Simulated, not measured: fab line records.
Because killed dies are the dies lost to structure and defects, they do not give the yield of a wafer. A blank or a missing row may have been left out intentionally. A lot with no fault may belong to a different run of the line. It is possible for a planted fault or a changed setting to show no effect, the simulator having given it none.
Which tool did it? -- flow nandHarc -- 14 lots with 42 wafers sampled at 4 steps, on a route of 1159 steps

== WHAT THE GAUGES SHOWED, per wafer ==
No reading from a measuring or inspecting step in the record can be judged against a usual standard deviation.

== WHICH TOOL RAN EACH LOT (tool, then ch and the chambers of the sampled wafers, then the start) ==
lot,NHARC_P_GATE_ETCH_114,NHARC_P_GATE_DESCUM_48,NHARC_P_CONTACT_DEP_30,NHARC_P_CONTACT_CMP_01
L818,"rieDiel-13 ch 1,2,3, day 5 07:13 or earlier","rieDiel-06 ch 0,1,3, day 5 07:13","pecvd-02 ch 0,1,2, day 5 14:09","cmp-02 ch 0,1,2, day 5 14:52"
L819,"rieDiel-01 ch 0,1, day 6 02:17 or earlier","rieDiel-13 ch 0,1, day 6 02:17","pecvd-02 ch 1,2, day 6 08:49","cmp-03 ch 0,1,2, day 6 09:31"
L821,"rieDiel-01 ch 1,2,3, day 6 07:59 or earlier","rieDiel-06 ch 1,2,3, day 6 07:59","pecvd-01 ch 1,2, day 6 14:10","cmp-01 ch 1,2, day 6 14:52"
L823,"rieDiel-13 ch 0,1, day 6 21:23 or earlier","rieDiel-06 ch 1,2,3, day 6 21:23","pecvd-04 ch 0,1,2, day 7 03:53","cmp-02 ch 0,1,2, day 7 04:35"
L825,"rieDiel-13 ch 0,1,3, day 7 13:03 or earlier","rieDiel-01 ch 1,2, day 7 13:03","pecvd-04 ch 1,2, day 7 20:20","cmp-02 ch 1,2,3, day 7 21:01"
L826,"rieDiel-06 ch 1,3, day 7 16:55 or earlier","rieDiel-13 ch 1,3, day 7 16:55","pecvd-04 ch 0,1,2, day 8 01:05","cmp-02 ch 1,2,3, day 8 01:48"
L827,"rieDiel-06 ch 0,3, day 7 21:16 or earlier","rieDiel-06 ch 0,1,2, day 7 21:16","pecvd-02 ch 0,2, day 8 05:06","cmp-02 ch 0,1, day 8 05:46"
L829,"rieDiel-13 ch 1,2,3, day 8 11:31 or earlier","rieDiel-06 ch 0,1,2, day 8 11:31","pecvd-01 ch 0,1, day 9 05:37","cmp-03 ch 1,2,3, day 9 06:47"
L828,"rieDiel-13 ch 1,2, day 8 12:05 or earlier","rieDiel-06 ch 0,1,3, day 8 12:05","pecvd-01 ch 1,2, day 9 06:25","cmp-01 ch 0,1,2, day 9 07:08"
L833,"rieDiel-13 ch 2,3, day 9 10:45 or earlier","rieDiel-13 ch 1, day 9 10:45","pecvd-04 ch 1,2, day 9 18:25","cmp-01 ch 1,2,3, day 9 19:33"
L836,"rieDiel-06 ch 2,3, day 9 23:34 or earlier","rieDiel-01 ch 1,2,3, day 9 23:34","pecvd-04 ch 0,1, day 10 06:56","cmp-02 ch 0,2,3, day 10 07:41"
L838,"rieDiel-06 ch 0,1, day 10 12:05 or earlier","rieDiel-01 ch 0,3, day 10 12:05","pecvd-04 ch 0,1,2, day 10 19:17","cmp-01 ch 0,1,3, day 10 20:00"
L839,"rieDiel-06 ch 0,1,3, day 10 16:42 or earlier","rieDiel-01 ch 0,1,2, day 10 16:42","pecvd-02 ch 0,1,2, day 11 00:43","cmp-01 ch 0,2,3, day 11 01:26"
L840,"rieDiel-13 ch 0,1,3, day 11 03:12 or earlier","rieDiel-13 ch 0,1,2, day 11 03:12","pecvd-02 ch 0,1,2, day 11 09:56","cmp-01 ch 1,2,3, day 11 10:39"
- NHARC_P_GATE_ETCH_114: etches the open film in CF4/O2, target depth 30 nm, overetch 3 nm, time 16.5 s.
- NHARC_P_GATE_DESCUM_48: chemistry O2, time 3 s.
- NHARC_P_CONTACT_DEP_30: deposits SiNx, target thk 30 nm.
- NHARC_P_CONTACT_CMP_01: polishes SiO2, target thk 200 nm.

== WHAT THE TOOLS THEMSELVES READ (means of the sampled wafers that have a number; where no wafer has one, the mark that the record gives instead) ==
NHARC_P_GATE_ETCH_114. Usual: drypumpMotorCurrentA 5.7 A, standard deviation 0.39; oesProductAu 0.996 a.u., standard deviation 0.015; rfVppV 198.0 V, standard deviation 1.2; showerheadPlenumPTorr 1.34 Torr, standard deviation 0.043; throttleValvePct 13.398 %, standard deviation 0.0099.
lot,tool,drypumpMotorCurrentA (A),oesProductAu (a.u.),rfVppV (V),showerheadPlenumPTorr (Torr),throttleValvePct (%),flag
L818,rieDiel-13,5.7,0.993,197.9,1.37,13.402,
L819,rieDiel-01,5.6,1.012,198.9,1.37,13.402,
L821,rieDiel-01,5.6,1.019,198.5,1.37,13.402,
L823,rieDiel-13,5.6,0.999,197.9,1.35,13.395,
L825,rieDiel-13,5.7,1.005,197.7,1.33,13.399,
L826,rieDiel-06,6.0,0.977,198.0,1.32,13.409,
L827,rieDiel-06,6.1,0.982,198.6,1.33,13.397,
L829,rieDiel-13,5.7,1.007,198.6,1.36,13.385,
L828,rieDiel-13,5.6,0.999,199.4,1.38,13.403,
L833,rieDiel-13,5.8,1.001,198.2,1.35,13.389,
L836,rieDiel-06,6.1,0.984,197.7,1.33,13.389,
L838,rieDiel-06,5.3,0.995,197.4,1.33,13.391,
L839,rieDiel-06,5.7,0.987,198.5,1.33,13.400,
L840,rieDiel-13,5.7,0.999,197.7,1.33,13.391,

NHARC_P_GATE_DESCUM_48. Usual: drypumpMotorCurrentA 5.7 A, standard deviation 0.4; oesProductAu 0.996 a.u., standard deviation 0.014; rfVppV 57.9 V, standard deviation 0.79; showerheadPlenumPTorr 1.93 Torr, standard deviation 0.06; throttleValvePct 11.311 %, standard deviation 0.0081.
lot,tool,drypumpMotorCurrentA (A),oesProductAu (a.u.),rfVppV (V),showerheadPlenumPTorr (Torr),throttleValvePct (%),flag
L818,rieDiel-06,5.7,0.991,57.9,1.91,11.317,
L819,rieDiel-13,5.6,0.995,57.2,1.94,11.311,
L821,rieDiel-06,5.8,0.990,57.8,1.91,11.311,
L823,rieDiel-06,5.8,0.985,57.6,1.91,11.318,
L825,rieDiel-01,5.1,1.013,58.5,1.95,11.308,
L826,rieDiel-13,5.7,1.006,57.9,1.97,11.314,
L827,rieDiel-06,5.5,0.985,58.5,1.91,11.306,
L829,rieDiel-06,5.5,0.982,57.9,1.91,11.318,
L828,rieDiel-06,5.7,0.985,56.7,1.90,11.307,
L833,rieDiel-13,5.6,1.016,58.3,2.01,11.310,
L836,rieDiel-01,5.6,1.013,58.5,1.95,11.306,
L838,rieDiel-01,6.3,0.987,58.6,2.00,11.307,
L839,rieDiel-01,5.3,0.996,58.2,1.94,11.308,
L840,rieDiel-13,5.7,0.998,57.7,1.90,11.309,

NHARC_P_CONTACT_DEP_30. Usual: heaterPowerW at 700 W, with a standard deviation of 70.
lot,tool,heaterPowerW (W),flag
L818,pecvd-02,762,
L819,pecvd-02,620,
L821,pecvd-01,648,
L823,pecvd-04,690,
L825,pecvd-04,739,
L826,pecvd-04,656,
L827,pecvd-02,798,
L829,pecvd-01,656,
L828,pecvd-01,720,
L833,pecvd-04,668,
L836,pecvd-04,631,
L838,pecvd-04,688,
L839,pecvd-02,688,
L840,pecvd-02,699,

NHARC_P_CONTACT_CMP_01. Usual: motorCurrentA at 12.3 A, with a standard deviation of 1.4.
lot,tool,motorCurrentA (A),flag
L818,cmp-02,10.9,
L819,cmp-03,13.6,
L821,cmp-01,13.4,
L823,cmp-02,11.0,
L825,cmp-02,10.4,
L826,cmp-02,10.5,
L827,cmp-02,11.6,
L829,cmp-03,12.7,
L828,cmp-01,12.9,
L833,cmp-01,12.8,
L836,cmp-02,10.9,
L838,cmp-01,12.4,
L839,cmp-01,12.0,
L840,cmp-01,12.7,

== THE ANSWER, worked out from the rows above alone ==
Rule: take the mean of a lot's wafers that have a number; if it is more than 3 standard deviations from the usual mean, the lot is off. A lot without any number at a reading at which 4 lots or more have one is off too. Any other lot the step has rows for is counted as sound. After the gauges, taken in route order, come the tools' own readings; for these a lot's mean is taken, as printed above. The first step at which some lot is off is used, and at that step the reading that is off furthest; a lot without a number counts as furthest.
No lot is off on any of the readings shown, so nothing can be concluded from this.

== WHAT WAS PUT IN BY THE SIMULATOR ==
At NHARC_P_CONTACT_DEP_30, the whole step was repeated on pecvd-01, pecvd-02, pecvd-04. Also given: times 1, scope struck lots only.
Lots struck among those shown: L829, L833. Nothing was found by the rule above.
